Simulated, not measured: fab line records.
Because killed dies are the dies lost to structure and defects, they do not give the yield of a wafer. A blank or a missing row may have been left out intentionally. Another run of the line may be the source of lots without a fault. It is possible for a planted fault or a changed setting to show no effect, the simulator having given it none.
One fault seen from 2 desks -- flow n5 finfet -- numbers are kept per desk, each desk with only its own; the story behind them comes last

== METROLOGY DESK ==
Means of the sampled wafers that have a number, per lot and without regard to the tool the lot ran on: this is what the gauges read. A lot is out of limits, marked OUT, if its mean lies more than 4 standard deviations from the usual mean; the brackets give that distance. 7 of its 12 readings are shown, namely those furthest out on some lot.
Columns: A = DIBL_N at N5_BEOL_M4_RC_MEAS_101, usual 35.9 mV/V; B = IOFF_P at N5_BEOL_M4_RC_MEAS_101, usual 0.21 nA/um; C = ION_N at N5_BEOL_M4_RC_MEAS_101, usual 672 uA/um; D = ION_P at N5_BEOL_M4_RC_MEAS_101, usual 462 uA/um; E = SS_N at N5_BEOL_M4_RC_MEAS_101, usual 71.5 mV/dec; F = VT_N at N5_BEOL_M4_RC_MEAS_101, usual 250 mV; G = VT_P at N5_BEOL_M4_RC_MEAS_101, usual -250 mV
lot,first seen here,A,B,C,D,E,F,G
L461,day 5 01:43,36.7,0.20,664,458,71.3,252,-251
L463,day 5 15:22,32.9,0.14,647,444,70.7,257,-258
L468,day 6 20:19,35.1,0.20,673,459,70.7,249,-251
L469,day 7 01:00,37.5,0.23,688,459,72.8,246,-252
L470,day 7 11:04,37.2,0.22,665,458,72.4,252,-250
L474,day 8 12:03,35.5,0.22,670,465,71.5,250,-246
L478,day 9 11:17,38.2,0.25,680,470,71.7,246,-249
L479,day 9 15:17,36.8,0.20,680,466,71.7,252,-253
L483,day 10 16:26,37.3,0.23,682,467,71.9,249,-248
L484,day 10 18:55,36.1,0.22,682,474,71.1,251,-248
Result from this desk: across the 10 lots, nothing is out of limits.

== THE TOOL OWNER'S DESK: litho track-05 ==
The tool's own readings at N5_MOL_CONTACT_COAG_COAT_63 (time 60 s, resist thk 10 nm): means of the sampled wafers that have a number, for each lot that ran on this tool. A lot is out of limits, marked OUT, if its mean lies more than 4 standard deviations from the usual mean; the brackets give that distance.
Columns: A = spin speed rpm at N5_MOL_CONTACT_COAG_COAT_63, usual 1500.1 rpm
lot,first seen here,A
L463,day 5 16:18,1500.7
L468,day 6 21:15,1500.1
L470,day 7 12:43,1500.6
L474,day 8 13:19,1361.5 (-99 or more) OUT
L478,day 9 12:46,1363.3 (-99 or more) OUT
This desk's verdict: out of limits on L474, L478, starting with L474 at day 8 13:19 (spin speed rpm at N5_MOL_CONTACT_COAG_COAT_63). L463, L468, L470 stayed within limits.

== BROUGHT TOGETHER ==
At day 8 13:19, on L474, L478, the tool owner's desk was in a position to raise an alarm.
Metrology desk: nothing out of limits seen.
The metrology desk has L474, L478 on record, within its limits.
Every lot named ran N5_MOL_CONTACT_COAG_COAT_63 on litho track-05.

== WHAT HAD BEEN PUT IN BY THE SIMULATOR ==
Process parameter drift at N5_MOL_CONTACT_COAG_COAT_63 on litho track-05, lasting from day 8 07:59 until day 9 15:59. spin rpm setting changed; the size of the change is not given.
Struck lots among those shown: L474, L478.
Time in hours from fault onset to the first out-of-limits reading at each desk: the tool owner's desk, 5.
